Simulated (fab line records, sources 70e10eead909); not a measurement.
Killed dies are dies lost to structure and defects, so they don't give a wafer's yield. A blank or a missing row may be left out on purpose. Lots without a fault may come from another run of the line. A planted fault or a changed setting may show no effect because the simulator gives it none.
A struck lot beside a sound one | flow nand_harc | 19 steps out of a route of 1302
Sound: wafers L816.1, L816.2, L816.4. Struck: wafers L810.1, L810.6. (L810.4 of the same lot was not struck and is left out.) The cause comes at the end.
At each step with rows: each side's tool, then ch and its chambers, then its first start. Under that, the readings that differ: sound wafers | struck wafers | difference of the means | sigmas: that difference in standard deviations of wafers without a fault.
alike: readings whose means differ by less than 2 such deviations, and words and numbers that are the same on both sides. not compared: withheld readings, readings that some wafer has no value for, bounds like >300 that may hide the same value, and numbers for which the record gives no deviation and whose values overlap.
The two part at a step that has a row with sigmas, a row that says differs or no value, or rows on one side only. Numbers that don't overlap but have no deviation are shown without sigmas and don't part them. A reading that every wafer of one side lacks parts them only if that side has two wafers or more.

NHARC_P_CONTACT_CMP_01: polishes SiO2, target thk 200 nm.
  sound on cmp-03 ch 0,1,3, day 14 16:26; struck on cmp-04 ch 1,3, day 11 23:28
  alike: motor_current_A
then, 10 steps without rows for these wafers: NHARC_P_CONTACT_SRD_03; NHARC_P_CONTACT_DEHYDRATE_04 (time 120 s); NHARC_P_CONTACT_HMDS_05 (time 30 s); NHARC_P_CONTACT_COAT_33 (time 75 s); NHARC_P_CONTACT_COAT_34 (time 65 s); NHARC_P_CONTACT_COAT_06 (resist thk 90 nm); NHARC_P_CONTACT_SOFTBAKE_07 (time 55 s); NHARC_P_CONTACT_EBR_08; NHARC_P_CONTACT_EXPOSE_09 (exposes mask P CA, target cd 90 nm); NHARC_P_CONTACT_PEB_10 (peb time 65 s).
NHARC_P_CONTACT_DEVELOP_11: develop time 35 s.
  sound on litho_track-06 ch 0, day 14 17:00; struck on litho_track-01 ch 0, day 12 00:00
NHARC_P_CONTACT_CD_MEAS_12: target cd 90 nm.
  sound on cd_sem-02 ch 0, day 14 17:16; struck on cd_sem-03 ch 0, day 12 00:15
  alike: cd_nm
NHARC_P_CONTACT_OVL_MEAS_13:
  sound on overlay-01, day 14 17:22; struck on overlay-02, day 12 00:20
  reading           | sound          | struck  | difference | sigmas
  overlay_y_nm (nm) | -1.8 -1.9 -2.2 | 0.5 0.3 | +2.4       | +3
  alike: overlay_x_nm
NHARC_P_CONTACT_INSPECT_14:
  sound on defect_inspect-02, day 14 17:23; struck on defect_inspect-01, day 12 00:23
  alike: raw_defect_count
NHARC_P_CONTACT_DESCUM_17: chemistry O2, time 3 s.
  sound on rie_diel-11 ch 0,1,2, day 14 17:28; struck on rie_diel-07 ch 2,3, day 12 00:26
  reading                    | sound             | struck      | difference | sigmas
  model.P_CONTACT.cd_nm (nm) | 90.02 89.36 88.49 | 87.65 87.71 | -1.61      |
  alike: drypump_motor_current_A, oes_product_au, rf_vpp_V, showerhead_plenum_p_Torr, throttle_valve_pct
  not compared: rf_hours_counter_h
NHARC_P_CONTACT_ETCH_35: etches the open film in CF4, target depth 39 nm, time 65 s.
  sound on rie_diel-11 ch 0,1,2, day 14 17:32; struck on rie_diel-07 ch 2,3, day 12 00:32
  reading                    | sound            | struck      | difference | sigmas
  model.P_CONTACT.cd_nm (nm) | 90.6 89.57 88.57 | 87.64 87.68 | -1.92      |
  alike: cf4_flow_sccm, drypump_motor_current_A, oes_product_au, rf_vpp_V, showerhead_plenum_p_Torr, throttle_valve_pct
  not compared: rf_hours_counter_h
NHARC_P_CONTACT_ETCH_36: etches the open film in N2/H2, target depth 260 nm, time 406.25 s.
  sound on rie_diel-11 ch 0,1,2; struck on rie_diel-07 ch 0,2
  alike: drypump_motor_current_A, oes_product_au, rf_vpp_V, showerhead_plenum_p_Torr, throttle_valve_pct
  not compared: rf_hours_counter_h
then, 1 step without rows for these wafers: NHARC_END_SORT_01.

WHERE THEY PART
Only at NHARC_P_CONTACT_OVL_MEAS_13, within this record. Later steps at which nothing parts them and some readings are alike: NHARC_P_CONTACT_INSPECT_14, NHARC_P_CONTACT_DESCUM_17, NHARC_P_CONTACT_ETCH_35, NHARC_P_CONTACT_ETCH_36.

WHY: what the simulator had put in
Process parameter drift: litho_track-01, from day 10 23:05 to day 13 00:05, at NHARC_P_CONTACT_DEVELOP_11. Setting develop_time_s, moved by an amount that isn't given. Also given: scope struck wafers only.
